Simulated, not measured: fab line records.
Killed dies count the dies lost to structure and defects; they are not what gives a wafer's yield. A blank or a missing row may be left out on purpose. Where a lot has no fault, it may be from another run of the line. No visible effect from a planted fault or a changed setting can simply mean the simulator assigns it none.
A lot that was struck, set against a sound lot | flow nand_harc | 39 steps out of a route of 1302
Sound: the wafers L839.1, L839.3, L839.5. Struck: wafer L857.6 (L857.3, L857.5, from the same lot, were not struck and are left out); the cause is given at the end.
For every step that has rows: the tool of each side, followed by ch and its chambers, followed by its first start. Under that, the readings that differ: sound wafers | struck wafers | difference of the means | sigmas: that difference in standard deviations of wafers without a fault.
alike: a reading whose means differ by less than 2 such deviations, as well as words and numbers matching on both sides. not compared: withheld readings; readings where some wafer has no value; bounds like >300 that might hide an equal value; numbers whose values overlap and for which the record gives no deviation.
A row with sigmas, a row that says differs or no value, or rows on one side alone: a step with any of these is where the two part. Numbers that don't overlap but have no deviation are shown without sigmas and don't part them. A reading missing from all wafers of one side parts the sides only when that side holds two or more wafers.

first, 2 steps without rows for these wafers: NHARC_P_BONDPAD_HARDBAKE_10 (time 65 s); NHARC_P_BONDPAD_DESCUM_11 (chemistry O2, time 3 s).
NHARC_P_BONDPAD_ETCH_37: etches the open film in N2/H2, target depth 60 nm, overetch 18 nm, time 65.91 s.
  sound on rie_diel-10 ch 0,2,3, day 8 05:32; struck on rie_diel-10 ch 0, day 15 20:00
  reading                | sound                | struck | difference | sigmas
  throttle_valve_pct (%) | 14.175 14.154 14.165 | 14.186 | +0.021     | +2
  alike: drypump_motor_current_A, n2_flow_sccm, oes_product_au, rf_vpp_V, showerhead_plenum_p_Torr
  not compared: rf_hours_counter_h
then, 1 step without rows for these wafers: NHARC_P_BONDPAD_ETCH_12 (etches the open film in CHF3/O2, target depth 200 nm, time 100 s).
NHARC_P_BONDPAD_CD_MEAS_13:
  sound on cd_sem-01, day 8 05:46; struck on cd_sem-01, day 15 20:14
  alike: cd_nm
then, 1 step without rows for these wafers: NHARC_P_BONDPAD_STRIP_15 (strips in O2).
NHARC_P_BONDPAD_ETCH_24: etches the open film in CF4/N2, target depth 30 nm, time 72.99 s.
  sound: rie_diel-01 ch 2,3; struck: rie_diel-02 ch 3
  alike: cf4_flow_sccm, drypump_motor_current_A, n2_flow_sccm, oes_product_au, rf_vpp_V, showerhead_plenum_p_Torr, throttle_valve_pct
  not compared: rf_hours_counter_h
then, 1 step without rows for these wafers: NHARC_P_BONDPAD_STRIP_16 (strips in post etch residue remover, time 600 s).
NHARC_P_BONDPAD_DEGAS_25: time 60 s.
  sound on pvd_sputter-02, day 8 06:23; struck on pvd_sputter-01, day 15 20:53
  reading              | sound                | struck | difference | sigmas
  susceptor_temp_C (C) | 300.14 299.84 299.72 | 300.48 | +0.58      | +3
  alike: heater_power_w
then, 3 steps without rows for these wafers: NHARC_P_BONDPAD_PRE_CLEAN_26 (time 30 s); NHARC_P_BONDPAD_PVD_17 (deposits TaN, target thk 5 nm, time 8.06 s); NHARC_P_BONDPAD_PVD_27 (deposits Cu, target thk 30 nm, time 20.49 s).
NHARC_P_BONDPAD_ECD_18: material Cu, target thk 400 nm.
  sound on ecd_cu-02 ch 0,1, day 8 06:44; struck on ecd_cu-02 ch 0,1, day 15 21:23
then, 3 steps without rows for these wafers: NHARC_P_BONDPAD_ANNEAL_28 (time 90 s); NHARC_P_BONDPAD_CMP_19 (polishes, t overpolish 30 s, cu recess touch 16 s, target thk 160.81 nm); NHARC_P_BONDPAD_SRD_21 (time 30 s, dry time 20 s).
NHARC_P_BONDPAD_INSPECT_23:
  sound on defect_inspect-02, day 8 08:01; struck on defect_inspect-01, day 15 22:30
  alike: raw_defect_count
then, 3 steps without rows for these wafers: NHARC_P_BONDPAD_ACTIVATE_29 (chemistry N2, time 60 s); NHARC_P_BONDPAD_PRECLEAN_30 (cleans in DIW, time 300 s); NHARC_P_BONDPAD_SRD_31 (time 30 s, dry time 20 s).
NHARC_A_START_INSPECT_01:
  the record holds rows for the sound wafers here (defect_inspect-01, day 8 08:35) but none for the struck ones
then, 11 steps without rows for these wafers: NHARC_A_ZERO_WELL_PRECLEAN_00 (cleans in SPM, time 600 s); NHARC_A_ZERO_WELL_SRD_01; NHARC_A_ZERO_WELL_DEHYDRATE_02 (time 120 s); NHARC_A_ZERO_WELL_HMDS_03 (time 30 s); NHARC_A_ZERO_WELL_COAT_18 (time 65 s); NHARC_A_ZERO_WELL_COAT_04 (resist thk 600 nm); NHARC_A_ZERO_WELL_SOFTBAKE_05 (time 70 s); NHARC_A_ZERO_WELL_EBR_06; NHARC_A_ZERO_WELL_EXPOSE_07 (exposes mask A ZERO); NHARC_A_ZERO_WELL_PEB_08 (peb time 80 s); NHARC_A_ZERO_WELL_DEVELOP_09 (time 50 s).
NHARC_A_ZERO_WELL_CD_MEAS_10: the cd target is 2000 nm.
  the record has rows for the sound wafers here (cd_sem-01 ch 0, day 8 09:25) and none for the struck ones
then, 2 steps without rows for these wafers: NHARC_A_ZERO_WELL_HARDBAKE_11 (time 65 s); NHARC_A_ZERO_WELL_DESCUM_12 (chemistry O2, time 3 s).
NHARC_A_ZERO_WELL_ETCH_19: etches the open film in N2/H2, target depth 80 nm, overetch 24 nm, time 87.88 s.
  the record has rows for the sound wafers here (rie_diel-06 ch 2,3, day 8 09:40) and none for the struck ones
NHARC_A_ZERO_WELL_ETCH_13: etches the open film in HBr/Cl2, target depth 120 nm, time 40.1 s.
  the record has rows for the sound wafers here (rie_si-02 ch 0,1, day 8 09:47) and none for the struck ones
then, 1 step without rows for these wafers: NHARC_A_ZERO_WELL_STRIP_14 (strips in SPM, time 900 s).
-- the record jumps here: 17 days lie between the struck wafers' starts before and after (it left off in module A_ZERO_WELL and takes up again in module END, whose first step shown is number 1302 of the route) --
NHARC_END_SORT_01:
  only the struck wafers appear in the record here, on prober-02 ch 0 at day 33 07:20; the sound ones have no rows

## WHERE THEY PART
Earliest at NHARC_P_BONDPAD_ETCH_37; latest, in this record, at NHARC_END_SORT_01.

WHY: the cause the simulator had injected
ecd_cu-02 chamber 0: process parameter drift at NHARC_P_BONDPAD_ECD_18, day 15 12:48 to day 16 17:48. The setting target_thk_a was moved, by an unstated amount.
